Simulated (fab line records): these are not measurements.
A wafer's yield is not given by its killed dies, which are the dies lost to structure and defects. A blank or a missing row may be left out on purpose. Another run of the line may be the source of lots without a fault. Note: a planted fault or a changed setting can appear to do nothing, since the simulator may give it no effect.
Split-lot trial + flow n5_finfet + on a route of 1938 steps: 7 lots, 39 wafers read

== ON THE SPLIT ==
At N5_BEOL_M5_TRENCH_ETCH_37 (etches SiCOH lowk in C4F6/O2, target depth 71.652 nm, time 24.7 s), the setting time_s was moved away from the recipe's 24.7 s on 15 of the 39 wafers read, by -47.3% to +48.2%. This setting was run at the recipe's value on the other wafers.

== FROM THE SPLIT TO THE READING: what the file shows between them, 8 steps ==
- N5_BEOL_M5_ETCH_41: etches SiCN in CH3F/O2, target depth 31.5 nm, time 56.7 s
- N5_BEOL_M5_STRIP_91: strips in N2/H2, time 10 s
- N5_BEOL_M5_OCD_MEAS_38
- N5_BEOL_M5_HM_STRIP_39: strips TiN in peroxide tin strip, target depth 25 nm, time 158 s
- N5_BEOL_M5_SRD_40: time 30 s
- N5_BEOL_M5_ECD_50: material Cu, target thk 300 nm
- N5_BEOL_M5_ANNEAL_51: time 90 s
- N5_BEOL_M5_CMP_52: polishes, stops on SiCOH lowk, t overpolish 6.9 s, target thk 62 nm

== THE READING ==
M5_THK, in nm, at N5_BEOL_M5_THK_MEAS_53 (measures by xrf). Fault-free wafers of this fab line usually give 62.0 nm, standard deviation 1.9 nm.

| wafer  | tool, chamber at the split | time_s as run, s | against the recipe | M5_THK, nm | against lot-mates on the recipe |
|--------|----------------------------|------------------|--------------------|------------|---------------------------------|
| L074.1 | rie_diel-02, 0             | 24.7             | recipe             | 60.2       | -                               |
| L074.2 | rie_diel-02, 1             | 24.7             | recipe             | 62.9       | -                               |
| L074.3 | rie_diel-02, 2             | 18.33            | -25.8%             | 42.6       | -19.1                           |
| L074.4 | rie_diel-02, 3             | 24.7             | recipe             | 62.0       | -                               |
| L074.5 | rie_diel-02, 1             | 18.33            | -25.8%             | 43.0       | -18.7                           |
| L074.6 | rie_diel-02, 2             | 18.33            | -25.8%             | 45.2       | -16.5                           |
| L077.2 | rie_diel-06, 2             | 24.7             | recipe             | 63.6       | -                               |
| L077.4 | rie_diel-06, 1             | 24.7             | recipe             | 64.5       | -                               |
| L077.6 | rie_diel-06, 0             | 24.7             | recipe             | 63.7       | -                               |
| L080.1 | rie_diel-06, 3             | 24.7             | recipe             | 63.0       | -                               |
| L080.2 | rie_diel-06, 2             | 24.7             | recipe             | 65.4       | -                               |
| L080.3 | rie_diel-06, 1             | 24.7             | recipe             | 65.1       | -                               |
| L080.4 | rie_diel-06, 0             | 24.7             | recipe             | 62.1       | -                               |
| L080.5 | rie_diel-06, 0             | 24.7             | recipe             | 62.1       | -                               |
| L080.6 | rie_diel-06, 1             | 24.7             | recipe             | 64.3       | -                               |
| L087.1 | rie_diel-02, 0             | 24.7             | recipe             | 63.3       | -                               |
| L087.2 | rie_diel-02, 1             | 13.02            | -47.3%             | 28.3       | -33.5                           |
| L087.3 | rie_diel-02, 2             | 13.02            | -47.3%             | 25.9       | -35.9                           |
| L087.4 | rie_diel-02, 3             | 24.7             | recipe             | 62.4       | -                               |
| L087.5 | rie_diel-02, 3             | 24.7             | recipe             | 59.6       | -                               |
| L087.6 | rie_diel-02, 0             | 13.02            | -47.3%             | 29.3       | -32.5                           |
| L090.1 | rie_diel-06, 2             | 24.7             | recipe             | 62.8       | -                               |
| L090.2 | rie_diel-06, 1             | 36.6             | +48.2%             | 94.8       | +32.5                           |
| L090.3 | rie_diel-06, 0             | 36.6             | +48.2%             | 95.7       | +33.4                           |
| L090.4 | rie_diel-06, 2             | 24.7             | recipe             | 62.4       | -                               |
| L090.5 | rie_diel-06, 1             | 24.7             | recipe             | 61.7       | -                               |
| L090.6 | rie_diel-06, 0             | 36.6             | +48.2%             | 97.7       | +35.4                           |
| L095.1 | rie_diel-02, 2             | 24.7             | recipe             | 63.6       | -                               |
| L095.2 | rie_diel-02, 3             | 18.54            | -24.9%             | 42.8       | -18.5                           |
| L095.3 | rie_diel-02, 0             | 18.54            | -24.9%             | 44.5       | -16.8                           |
| L095.4 | rie_diel-02, 1             | 24.7             | recipe             | 60.5       | -                               |
| L095.5 | rie_diel-02, 3             | 18.54            | -24.9%             | 44.3       | -17.0                           |
| L095.6 | rie_diel-02, 2             | 24.7             | recipe             | 59.9       | -                               |
| L096.1 | rie_diel-04, 3             | 24.7             | recipe             | 58.4       | -                               |
| L096.2 | rie_diel-04, 0             | 31.03            | +25.6%             | 75.2       | +16.9                           |
| L096.3 | rie_diel-04, 1             | 31.03            | +25.6%             | 76.5       | +18.2                           |
| L096.4 | rie_diel-04, 0             | 31.03            | +25.6%             | 76.9       | +18.6                           |
| L096.5 | rie_diel-04, 3             | 24.7             | recipe             | 58.4       | -                               |
| L096.6 | rie_diel-04, 1             | 24.7             | recipe             | 58.2       | -                               |

THE FIT
A straight line over all 39 wafers: M5_THK changes by +0.698 nm for each +1% of time_s; r = +0.99; the points scatter about the line by 2.1 nm.
The same after taking each lot's own level away (the mean of its wafers on the recipe; 39 wafers): +0.706 nm for each +1%; r = +1.00; scatter 1.2 nm.
The reading moves by 34 nm for the largest change in time_s, on that fit.
Measured against the standard deviation above, the lots' own levels, which go from 58.33 to 63.93 nm, span 2.9 times it.
The two slopes are in agreement: the lot-to-lot level therefore moves the slope only a little.
Check: with one of the wafers moved furthest among these (+48.2%) left out of the fit, the line predicts +34.2 nm for it against its lot-mates. It came out at +32.5 nm against them.

== THE WHOLE CHAIN: every reading that the file lists as answering this split, in the file's order ==
| step                      | what it does                                                        | reading                                                                          | change (the file's fit)                                                              | r (the file's) |
|---------------------------|---------------------------------------------------------------------|----------------------------------------------------------------------------------|--------------------------------------------------------------------------------------|----------------|
| N5_BEOL_M5_TRENCH_ETCH_37 | etches SiCOH lowk in C4F6/O2, target depth 71.652 nm, time 24.7 s   | etch.depth_nm (the simulator's own value, which no gauge read)                   | +0.714 nm for each +1% of the setting                                                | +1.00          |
| N5_BEOL_M5_TRENCH_ETCH_37 | etches SiCOH lowk in C4F6/O2, target depth 71.652 nm, time 24.7 s   | BEOL_M5.feature_depth_nm (the simulator's own value, which no gauge read)        | +0.715 nm for each +1% of the setting                                                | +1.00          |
| N5_BEOL_M5_TRENCH_ETCH_37 | etches SiCOH lowk in C4F6/O2, target depth 71.652 nm, time 24.7 s   | TiN_of_BEOL_M5_HM_DEP_02.thk_nm (the simulator's own value, which no gauge read) | -0.0247 nm for each +1% of the setting                                               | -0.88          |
| N5_BEOL_M5_OCD_MEAS_38    |                                                                     | trench_depth_nm                                                                  | +0.711 nm for each +1% of the setting                                                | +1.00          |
| N5_BEOL_M5_CMP_52         | polishes, stops on SiCOH lowk, t overpolish 6.9 s, target thk 62 nm | Cu_of_BEOL_M5_ECD_50.thk_nm (the simulator's own value, which no gauge read)     | +0.72 nm for each +1% of the setting                                                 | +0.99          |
| N5_BEOL_M5_THK_MEAS_53    | measures by xrf                                                     | M5_THK                                                                           | +0.707 for each +1% of the setting                                                   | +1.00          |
| N5_BEOL_M5_RS_MEAS_57     | measures by four-point-probe                                        | M5_RS                                                                            | not straight: 1.055 at the lowest setting, 0.381 at the recipe, 0.226 at the highest | not given      |

== FILE'S OWN FIT ==
M5_THK changes by +0.707 nm for each +1% of time_s, r = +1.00.
